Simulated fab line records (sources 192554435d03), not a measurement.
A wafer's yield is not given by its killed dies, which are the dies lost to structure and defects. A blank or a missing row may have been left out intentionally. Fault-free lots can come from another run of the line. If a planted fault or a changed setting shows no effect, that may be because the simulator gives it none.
fab line records ; flow n5Finfet
[record] lots = 7; wafers = 19; lastDay = 19
route steps=1938 shown BEOL_M10@1494 PASSIVATION@1936
lots untouched by any fault: they come from a run of this same line in which no faults occurred
startH: start of the lot's first displayed wafer, in hours after the record's first day ; waitH: time in hours since the lot's previous step ; " the same as in the row above ; L1.1+2: several wafers, shown together as one row ; - no value, or no start given ; * or withheld: withheld ; < > ~ a bound
route shown NAME@n: names a module that has steps shown in the file, with the first one's number in the route ; usual: mean and standard deviation over wafers with no fault ; same: alike in all rows ; chamber/n: place in a boat ; sites: per-site readings ; _std_site: standard deviation across them ; _edge_site: the outer-site mean with the inner-site mean subtracted ; radiusMm: for every site, how far away it sits from the centre of the wafer ; mask NAME#n: copy n ; behind: tool/chamber where the wafer was last shaped ; hold: cause of the lot's hold/its duration in hours/its outcome ; device: transistor that didn't switch, given as n, p or np ; end of line: the tests these same wafers got at the end of their route ; step lacking rows: just its recipe ; killed: the dies lost at the first sort to structure and to defects; this is not the yield of the wafer ; map: dies across one wafer; x = killed, . = not, _ = none there
set.NAME: setting as actually run; set.NAME@STEP: the setting as run at that earlier step ; model.NAME: the simulator's own value behind a step, which no gauge read
lots seen at some steps along the route; tables by step, rows by wafer
services: when a tool's chamber went out of use (startH, in hours from the record's first day, below 0 if earlier), for how many hours, and the reason
[[steps]]
[step N5_BEOL_M10_COAT_63]
[recipe] resist = SOC; tempC = 250; timeS = 60; spinRpm = 1500; resistThkNm = 100
[step N5_BEOL_M10_COAT_64]
[recipe] resist = SiARC; tempC = 220; timeS = 60; spinRpm = 1500; resistThkNm = 30
[step N5_BEOL_M10_COAT_22]
[recipe] resist = CAR-ArF; spinRpm = 1500; resistThkNm = 90
[step N5_BEOL_M10_EBR_24]
[recipe] solvent = PGMEA; ebrWidthMm = 1.5
[step N5_BEOL_M10_SOFTBAKE_23]
[recipe] tempC = 110; timeS = 60; resist = CAR-ArF
[step N5_BEOL_M10_EXPOSE_25]
[recipe] maskId = V9; na = 1.35; sourceShape = annular; sigmaInner = 0.5; sigmaOuter = 0.8; polarization = unpolarized; doseMj = 85.5
[step N5_BEOL_M10_PEB_26]
[recipe] pebTempC = withheld; pebTimeS = 60; resist = CAR-ArF
[step N5_BEOL_M10_DEVELOP_27]
[recipe] developTimeS = 30; developer = TMAH; resist = CAR-ArF; rinseLiquid = diw; dry = airSpin; devTempC = 23
[step N5_BEOL_M10_CD_MEAS_28]
[recipe] targetCdNm = 70; landingEnergyEv = 500; detector = seInlens; polarity = opening
[usual] cdNm = 69.9/0.75
lot.wafer;tool;chamber;startH;waitH;cdNm
L761.3;cdSem-01;0;272.39;-;70.2
L761.4;cdSem-01;0;272.39;-;70.6
L761.6;cdSem-01;0;272.39;-;70.6
L767.1;cdSem-01;0;314.88;-;69.9
L767.2;cdSem-01;0;314.88;-;68.9
L767.4;cdSem-01;0;314.88;-;69.4
L766.3;cdSem-02;0;315.22;-;69.0
L766.4;cdSem-02;0;315.22;-;70.0
L766.5;cdSem-02;0;315.22;-;68.5
L771.4;cdSem-03;0;335.60;-;70.9
L771.6;cdSem-03;0;335.60;-;70.4
L774.2;cdSem-02;0;344.95;-;70.6
L774.6;cdSem-02;0;344.95;-;70.5
L775.3;cdSem-03;0;351.22;-;71.2
L775.4;cdSem-03;0;351.22;-;71.0
L775.6;cdSem-03;0;351.22;-;71.1
L777.1;cdSem-01;0;384.37;-;70.5
L777.3;cdSem-01;0;384.37;-;69.2
L777.4;cdSem-01;0;384.37;-;69.9
[step N5_BEOL_M10_OVL_MEAS_29]
[recipe] pointsPerWafer = 44
[usual] V9_OVL = 0.7/0.76
lot.wafer;tool;chamber;startH;waitH;V9_OVL[nm]
L761.3;overlay-02;0;272.42;0.0;1.6
L761.4;overlay-02;0;272.42;0.0;-0.3
L761.6;overlay-02;0;272.42;0.0;0.6
L767.1;overlay-02;0;314.91;0.0;0.6
L767.2;overlay-02;0;314.91;0.0;1.2
L767.4;overlay-02;0;314.91;0.0;2.3
L766.3;overlay-01;0;315.24;0.0;0.9
L766.4;overlay-01;0;315.24;0.0;0.9
L766.5;overlay-01;0;315.24;0.0;0.5
L771.4;overlay-01;0;335.63;0.0;0.3
L771.6;overlay-01;0;335.63;0.0;0.2
L774.2;overlay-02;0;344.98;0.0;1.3
L774.6;overlay-02;0;344.98;0.0;1.5
L775.3;overlay-01;0;351.25;0.0;1.8
L775.4;overlay-01;0;351.25;0.0;0.4
L775.6;overlay-01;0;351.25;0.0;0.0
L777.1;overlay-01;0;384.40;0.0;1.3
L777.3;overlay-01;0;384.40;0.0;1.3
L777.4;overlay-01;0;384.40;0.0;1.5
[step N5_BEOL_M10_INSPECT_30]
[recipe] mode = adi; inspectInstrument = brightfield
[usual] rawDefectCount = 415/90
lot.wafer;tool;chamber;startH;waitH;rawDefectCount
L761.3;defectInspect-01;-;272.45;0.0;446
L761.4;defectInspect-01;-;272.45;0.0;419
L761.6;defectInspect-01;-;272.45;0.0;278
L767.1;defectInspect-01;-;314.93;0.0;526
L767.2;defectInspect-01;-;314.93;0.0;370
L767.4;defectInspect-01;-;314.93;0.0;519
L766.3;defectInspect-02;-;315.27;0.0;559
L766.4;defectInspect-02;-;315.27;0.0;457
L766.5;defectInspect-02;-;315.27;0.0;516
L771.4;defectInspect-02;-;335.65;0.0;314
L771.6;defectInspect-02;-;335.65;0.0;299
L774.2;defectInspect-02;-;345.00;0.0;518
L774.6;defectInspect-02;-;345.00;0.0;487
L775.3;defectInspect-02;-;351.28;0.0;388
L775.4;defectInspect-02;-;351.28;0.0;412
L775.6;defectInspect-02;-;351.28;0.0;405
L777.1;defectInspect-01;-;384.42;0.0;365
L777.3;defectInspect-01;-;384.42;0.0;403
L777.4;defectInspect-01;-;384.42;0.0;579
[step N5_BEOL_M10_DESCUM_33]
[recipe] chemistry = O2; timeS = 7.9; sourcePowerW = 50; biasPowerW = 20; pressureMtorr = 20; rfFrequencyHz = 2.712e+07; tempC = 40; resist = CAR-ArF; o2FlowSccm = 225
[usual] biasPowerW = 20.00/0.06; chamberPressureMTorr = 19.999/0.017; drypumpMotorCurrentA = 5.7/0.34; oesProductAu = 0.81/0.086; rfVppV = 243.1/1.4; showerheadPlenumPTorr = 2.09/0.077; throttleValvePct = 20.29/0.11
lot.wafer;tool;chamber;startH;waitH;biasPowerW;chamberPressureMTorr;drypumpMotorCurrentA;oesProductAu;rfHoursCounterH;rfVppV;showerheadPlenumPTorr;throttleValvePct
L761.3;rieDiel-02;0;272.52;0.1;20.05;19.987;5.9;0.70;200;244.0;2.17;20.28
L761.4;rieDiel-02;3;272.52;0.1;19.91;19.970;5.2;0.71;221;243.9;2.16;20.32
L761.6;rieDiel-02;3;272.52;0.1;19.95;19.992;5.2;0.71;-;243.1;2.16;20.32
L767.1;rieDiel-06;2;314.97;0.0;20.00;19.979;5.7;0.84;65;243.3;2.02;20.24
L767.2;rieDiel-06;3;314.97;0.0;20.00;20.022;6.1;0.94;15;242.9;2.23;20.19
L767.4;rieDiel-06;0;314.97;0.0;20.09;19.996;5.3;0.77;100;243.6;2.21;20.43
L766.3;rieDiel-02;0;315.53;0.3;19.93;19.972;5.9;0.69;214;244.6;2.16;20.30
L766.4;rieDiel-02;1;315.53;0.3;20.03;20.001;5.9;0.82;67;243.1;2.04;20.27
L766.5;rieDiel-02;0;315.53;0.3;19.90;19.990;5.9;0.69;-;245.7;2.16;20.31
L771.4;rieDiel-06;2;335.74;0.1;19.95;20.000;5.7;0.84;73;243.3;2.02;20.24
L771.6;rieDiel-06;0;335.74;0.1;19.98;19.999;5.3;0.77;-;244.0;2.20;20.46
L774.2;rieDiel-06;1;345.03;0.0;19.99;19.984;5.6;0.69;228;243.2;2.06;20.36
L774.6;rieDiel-06;1;345.03;0.0;20.03;19.980;5.6;0.70;-;243.3;2.06;20.38
L775.3;rieDiel-06;2;351.32;0.0;19.96;19.983;5.7;0.83;78;241.5;2.02;20.26
L775.4;rieDiel-06;1;351.32;0.0;19.98;20.011;5.6;0.69;231;243.1;2.06;20.40
L775.6;rieDiel-06;0;351.32;0.0;19.96;19.982;5.3;0.76;-;246.4;2.20;20.46
L777.1;rieDiel-02;0;384.77;0.4;20.01;19.986;5.9;0.67;241;244.6;2.16;20.33
L777.3;rieDiel-02;3;384.77;0.4;20.04;19.990;5.2;0.98;1;243.5;2.15;20.04
L777.4;rieDiel-02;1;384.77;0.4;20.05;19.977;5.8;0.81;93;242.7;2.03;20.31
[step N5_BEOL_M10_ETCH_65]
[recipe] chemistry = CF4; target = SiARC; targetDepthA = 390; maskMaterial = CAR-ArF; timeS = 65; ionEnergyEv = 80; pressureMtorr = 40; sourceW = 545; biasW = 36; Ar_flow_sccm = 100; cf4FlowSccm = 100; ends = cleared
[usual] biasW = 36.00/0.11; chamberPressureMTorr = 40.01/0.07; drypumpMotorCurrentA = 5.7/0.33; etchRfOnTimeS = 64.4/0.79; oesProductAu = 0.69/0.073; rfVppV = 184.1/1.2; showerheadPlenumPTorr = 2.14/0.071; throttleValvePct = 15.47/0.12
lot.wafer;tool;chamber;startH;waitH;biasW;chamberPressureMTorr;drypumpMotorCurrentA;etchRfOnTimeS;oesProductAu;rfHoursCounterH;rfVppV;showerheadPlenumPTorr;throttleValvePct
L761.3;rieDiel-02;0;272.56;0.0;35.79;39.98;5.8;64.4;0.60;200;184.7;2.20;15.46
L761.4;rieDiel-02;3;272.56;0.0;35.84;39.96;5.2;64.0;0.61;221;186.2;2.20;15.58
L761.6;rieDiel-02;3;272.56;0.0;36.10;39.96;5.2;63.7;0.61;-;184.4;2.20;15.60
L767.1;rieDiel-06;2;315.00;0.0;36.03;39.96;5.7;63.1;0.72;65;182.0;2.08;15.46
L767.2;rieDiel-06;3;315.00;0.0;35.98;40.02;6.1;63.2;0.82;15;186.6;2.27;15.29
L767.4;rieDiel-06;0;315.00;0.0;36.11;40.01;5.3;63.5;0.68;100;184.7;2.25;15.53
L766.3;rieDiel-02;0;315.56;0.0;36.05;40.02;5.9;63.9;0.60;214;184.3;2.20;15.48
L766.4;rieDiel-02;1;315.56;0.0;36.11;39.99;5.8;65.1;0.71;67;183.3;2.09;15.42
L766.5;rieDiel-02;0;315.56;0.0;36.05;40.03;5.9;64.4;0.59;-;184.5;2.20;15.47
L771.4;rieDiel-06;2;335.78;0.0;-;40.06;5.7;121.0;0.60;73;184.7;2.08;15.48
L771.6;rieDiel-06;0;335.78;0.0;-;39.98;5.3;121.2;0.54;-;184.4;2.24;15.56
L774.2;rieDiel-06;1;345.07;0.0;36.03;40.03;5.6;65.7;0.59;228;183.1;2.11;15.64
L774.6;rieDiel-06;1;345.07;0.0;-;39.99;5.6;125.2;0.49;-;183.6;2.11;15.64
L775.3;rieDiel-06;2;351.35;0.0;36.13;40.04;5.7;64.1;0.71;78;183.3;2.08;15.48
L775.4;rieDiel-06;1;351.35;0.0;-;40.00;5.6;123.1;0.49;231;182.4;2.11;15.63
L775.6;rieDiel-06;0;351.35;0.0;-;39.99;5.3;119.7;0.54;-;185.9;2.24;15.58
L777.1;rieDiel-02;0;384.81;0.0;36.06;39.99;5.9;64.9;0.58;241;183.4;2.19;15.52
L777.3;rieDiel-02;3;384.81;0.0;35.86;40.04;5.2;62.5;0.84;1;183.6;2.19;15.17
L777.4;rieDiel-02;1;384.81;0.0;36.00;40.02;5.8;65.6;0.68;93;184.2;2.08;15.46
[step N5_BEOL_M10_ETCH_66]
[recipe] chemistry = N2/H2; target = SOC; targetDepthA = 1200; overetchA = 240; maskMaterial = SiARC; tempC = 40; timeS = 180; ionEnergyEv = 200; pressureMtorr = 30; sourceW = 840; biasW = 150; n2FlowSccm = 200; h2FlowSccm = 200
[usual] biasW = 150.1/0.48; chamberPressureMTorr = 30.000/0.028; drypumpMotorCurrentA = 5.7/0.33; h2FlowSccm = 200.0/0.64; oesProductAu = 0.65/0.066; rfVppV = 523.9/2.6; showerheadPlenumPTorr = 2.54/0.091; throttleValvePct = 17.69/0.1
lot.wafer;tool;chamber;startH;waitH;biasW;chamberPressureMTorr;drypumpMotorCurrentA;h2FlowSccm;oesProductAu;rfHoursCounterH;rfVppV;showerheadPlenumPTorr;throttleValvePct
L761.3;rieDiel-02;0;272.61;0.0;149.6;30.005;5.9;200.2;0.56;200;525.6;2.62;17.67
L761.4;rieDiel-02;3;272.61;0.0;149.7;30.006;5.2;200.7;0.57;221;527.1;2.62;17.77
L761.6;rieDiel-02;3;272.61;0.0;150.2;29.975;5.2;200.7;0.57;-;525.2;2.63;17.76
L767.1;rieDiel-06;2;315.05;0.0;150.7;30.015;5.8;200.1;0.68;65;522.3;2.47;17.63
L767.2;rieDiel-06;3;315.05;0.0;149.7;29.978;6.2;199.1;0.76;15;529.7;2.72;17.70
L767.4;rieDiel-06;0;315.05;0.0;149.6;30.013;5.3;200.4;0.63;100;526.5;2.68;17.81
L766.3;rieDiel-02;0;315.61;0.0;150.2;29.977;5.9;199.0;0.56;214;524.8;2.61;17.70
L766.4;rieDiel-02;1;315.61;0.0;149.7;30.001;5.8;199.8;0.66;67;521.0;2.48;17.67
L766.5;rieDiel-02;0;315.61;0.0;150.1;30.078;5.9;199.2;0.55;-;526.4;2.61;17.70
L771.4;rieDiel-06;2;335.83;0.0;150.0;29.947;5.7;199.5;0.67;73;521.6;2.46;17.66
L771.6;rieDiel-06;0;335.83;0.0;150.1;30.001;5.3;200.0;0.62;-;527.1;2.68;17.79
L774.2;rieDiel-06;1;345.12;0.0;150.3;29.984;5.6;199.8;0.56;228;523.2;2.50;17.72
L774.6;rieDiel-06;1;345.12;0.0;150.2;30.016;5.6;199.8;0.57;-;523.3;2.50;17.72
L775.3;rieDiel-06;2;351.40;0.0;150.5;30.003;5.7;200.1;0.67;78;521.9;2.46;17.66
L775.4;rieDiel-06;1;351.40;0.0;151.0;30.011;5.6;200.6;0.56;231;522.4;2.50;17.70
L775.6;rieDiel-06;0;351.40;0.0;149.8;30.011;5.3;199.9;0.62;-;527.7;2.67;17.84
L777.1;rieDiel-02;0;384.86;0.0;150.7;30.000;5.9;200.3;0.54;241;525.5;2.60;17.73
L777.3;rieDiel-02;3;384.86;0.0;149.0;30.067;5.2;200.3;0.77;1;524.2;2.61;17.41
L777.4;rieDiel-02;1;384.86;0.0;150.4;30.040;5.8;199.7;0.64;93;522.0;2.47;17.73
[step N5_PASSIVATION_PROBE_49]
[usual] defectLimitedYield = 90.9/1.3; killed_at_M0_to_M3 = 35/10; killed_at_M4_up = 15/5.7; killedAtContacts = 14/6.4; killedAtFrontEnd = 40/11; killedAtOther = 4/3.1; killedDies = 108/16; killedOnRim = 14/3.6; killedOpen = 71/11; killedShort = 34/7.7; sort_bin_5_function = 5.4/0.9; sort_bin_6_memory = 3.4/0.61; sortNPass = 1072/16; sortYieldPct = 90.9/1.3
[same] grossDies = 1180; killedAtBackSide = 0; sort_bin_4_leakage[%] = 0; sort_bin_8_speed[%] = 0
lot.wafer;tool;chamber;startH;waitH;defectLimitedYield[%];killed_at_M0_to_M3;killed_at_M4_up;killedAtContacts;killedAtFrontEnd;killedAtOther;killedDies;killedOnRim;killedOpen;killedShort;sort_bin_5_function[%];sort_bin_6_memory[%];sortNPass;sortYieldPct[%]
L766.3;prober-01;-;364.87;0.1;90.4;32;25;12;42;2;113;16;80;33;5.3;4.1;1067;90.4
L766.4;prober-01;-;364.92;0.2;91.3;31;19;18;32;3;103;16;73;29;5.2;3.4;1077;91.3
L771.4;prober-01;-;390.06;0.2;91.2;24;18;21;38;3;104;14;69;30;5.3;3.4;1076;91.2
L774.2;prober-02;-;394.28;0.1;89.0;30;13;13;63;11;130;15;77;53;6.6;4.0;1050;89.0
L774.6;prober-02;-;394.48;0.3;90.8;27;12;19;44;7;109;10;69;38;5.5;3.2;1071;90.8
L775.3;prober-02;-;404.46;0.1;91.0;38;12;12;40;4;106;15;64;35;4.4;3.7;1074;91.0
L775.4;prober-02;-;404.51;0.2;91.9;28;10;19;34;5;96;10;68;28;5.1;2.5;1084;91.9
L775.6;prober-02;-;404.61;0.3;91.6;35;11;12;40;1;99;20;61;37;4.2;3.7;1081;91.6
// killed by level:class
L766.3 FIN_SAQP:geometricParticle:open=13 BEOL_M4:geometricParticle:open=13 MOL_CONTACT_COAG:geometricParticle:open=9 BEOL_M2:geometricParticle:open=9 FIN_SAQP:geometricParticle:short=7 STI_FIN_REVEAL:geometricParticle:open=6 BEOL_M0_SAQP:geometricParticle:open=6 GATE_CUT:geometricParticle:short=4
L766.4 MOL_CONTACT_COAG:geometricParticle:open=16 BEOL_M3:geometricParticle:open=13 BEOL_M4:geometricParticle:open=11 BEOL_M2:geometricParticle:open=7 FIN_SAQP:geometricParticle:open=6 FIN_SAQP:geometricParticle:short=5 BEOL_M4:geometricParticle:short=4 STARTING-WAFER:geometricParticle:short=4
L771.4 MOL_CONTACT_COAG:geometricParticle:open=14 BEOL_M2:geometricParticle:open=10 FIN_SAQP:geometricParticle:open=7 GATE_CUT:geometricParticle:open=7 MOL_CONTACT_COAG:geometricParticle:short=6 GATE_CUT:geometricParticle:short=5 STI_FIN_REVEAL:geometricParticle:open=4 BEOL_M1:geometricParticle:open=4
L774.2 STI_FIN_REVEAL:geometricParticle:open=14 MOL_CONTACT_COAG:geometricParticle:open=10 FIN_SAQP:geometricParticle:open=9 DUMMY_GATE:geometricParticle:open=8 FIN_SAQP:geometricParticle:short=7 STI_FIN_REVEAL:geometricParticle:short=6 BEOL_M0_SAQP:geometricParticle:short=6 GATE_CUT:geometricParticle:short=5
L774.6 FIN_SAQP:geometricParticle:open=12 MOL_CONTACT_COAG:geometricParticle:open=12 STI_FIN_REVEAL:geometricParticle:open=9 FIN_SAQP:geometricParticle:short=6 MOL_CONTACT_COAG:geometricParticle:short=6 BEOL_M0_SAQP:geometricParticle:open=6 BEOL_M2:geometricParticle:open=6 DUMMY_GATE:geometricParticle:open=4
L775.3 MOL_CONTACT_COAG:geometricParticle:open=9 BEOL_M0:geometricParticle:open=7 BEOL_M2:geometricParticle:open=7 BEOL_M3:geometricParticle:open=7 HKMG_FIN:areaEtch=7 ILD0:geometricParticle:open=6 FIN_SAQP:geometricParticle:short=5 GATE_CUT:geometricParticle:short=5
L775.4 MOL_CONTACT_COAG:geometricParticle:open=16 BEOL_M1:geometricParticle:open=7 GATE_CUT:geometricParticle:short=6 BEOL_M4:geometricParticle:open=6 FIN_SAQP:geometricParticle:open=5 DUMMY_GATE:geometricParticle:open=5 BEOL_M2:geometricParticle:open=5 STI_FIN_REVEAL:geometricParticle:open=4
L775.6 MOL_CONTACT_COAG:geometricParticle:open=10 BEOL_M1:geometricParticle:open=9 FIN_SAQP:geometricParticle:short=8 DUMMY_GATE:geometricParticle:open=8 BEOL_M4:geometricParticle:open=8 FIN_SAQP:geometricParticle:open=6 BEOL_M0_SAQP:geometricParticle:short=6 DUMMY_GATE:geometricParticle:short=5
[[services]]
tool;chamber;startH;hours;kind
rieDiel-02;2;281.00;6.7;repair
rieDiel-06;0;360.39;6.0;repair
rieDiel-02;3;362.31;-;clean
rieDiel-02;3;362.31;-;consumableReplace:focusRing
rieDiel-02;3;362.31;18.8;scheduledDown
rieDiel-02;3;362.31;18.8;ventCycle
[[key]]
[firstSign] step = N5_BEOL_M10_ETCH_65; reading = etchRfOnTimeS; direction = up; sigmas = 73; usual = *; struck = *
[effect] step = N5_BEOL_M10_ETCH_65; reading = oesProductAu; direction = down; sigmas = 2.2; usual = 0.69; struck = 0.53
metAt N5_BEOL_M10_ETCH_65
struckWafers L771.4,L771.6,L774.6,L775.4,L775.6
onsetBetween 315.00 335.78
[fault] kind = processParameterDrift; tool = rieDiel-06; chamber = -; onsetH = 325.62; steps = N5_BEOL_M10_ETCH_65; channel = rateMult; offset = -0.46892; shape = step; endH = 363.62; scope = struckWafersOnly
